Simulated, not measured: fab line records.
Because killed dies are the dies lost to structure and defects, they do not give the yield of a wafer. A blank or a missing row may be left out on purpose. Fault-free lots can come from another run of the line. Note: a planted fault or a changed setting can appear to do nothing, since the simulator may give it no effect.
Matching of chambers + flow n5_finfet + 3 sister chambers for N5_BEOL_M8_DEP_56 on pecvd-01
The step deposits SiCN from 3MS/NH3, target thk 10 nm, time 17.5 s. 6 wafers are shown with their chamber, then 8 later ones without.

EACH WAFER AND ITS CHAMBER
| wafer  | chamber | showerhead_plenum_p_Torr (Torr) | throttle_valve_pct (%) |
|--------|---------|---------------------------------|------------------------|
| L076.2 | 2       | 3.666                           | 8.81                   |
| L080.3 | 0       | 3.661                           | 8.93                   |
| L086.3 | 1       | 3.661                           | 9.40                   |
| L086.4 | 0       | 3.658                           | 9.02                   |
| L086.5 | 1       | 3.649                           | 9.06                   |
| L089.1 | 2       | 3.669                           | 9.23                   |

WAFERS MISSING THEIR CHAMBER
| wafer  | showerhead_plenum_p_Torr (Torr) | throttle_valve_pct (%) |
|--------|---------------------------------|------------------------|
| L089.3 | 3.667                           | 8.89                   |
| L089.4 | 3.659                           | 9.12                   |
| L088.1 | 3.674                           | 9.01                   |
| L088.2 | 3.661                           | 9.01                   |
| L088.5 | 3.655                           | 9.33                   |
| L090.2 | 3.665                           | 9.31                   |
| L090.3 | 3.661                           | 9.23                   |
| L090.4 | 3.673                           | 8.82                   |

WHICH CHAMBER EACH ONE RAN IN
| wafer  | from the rows above          | in truth |
|--------|------------------------------|----------|
| L089.3 | can't be placed: 2 or 0      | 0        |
| L089.4 | can't be placed: 0 or 1 or 2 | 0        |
| L088.1 | can't be placed: 2 or 0      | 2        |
| L088.2 | can't be placed: 0 or 2 or 1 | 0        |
| L088.5 | can't be placed: 1 or 0      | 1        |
| L090.2 | can't be placed: 2 or 0 or 1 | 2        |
| L090.3 | can't be placed: 1 or 0 or 2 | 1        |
| L090.4 | can't be placed: 2 or 0      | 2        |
Placed correctly: 0 of 8. Cannot be placed on the basis of these rows: 8; the candidates contain the true chamber in 8. Placed wrongly: 0.
How it was worked out, from the rows above alone: a wafer's distance from a chamber is the root of the sum, over the readings, of the square of ((its reading less the chamber's mean) divided by the reading's scatter). The wafer belongs to the nearest chamber; if the next one is less than 2 further off, it can't be placed. The mean given for a chamber averages the wafers shown for that chamber. The scatter is the square root of a quotient: the sum, over the shown wafers, of each reading's squared deviation from its chamber's mean, divided by wafers minus chambers.
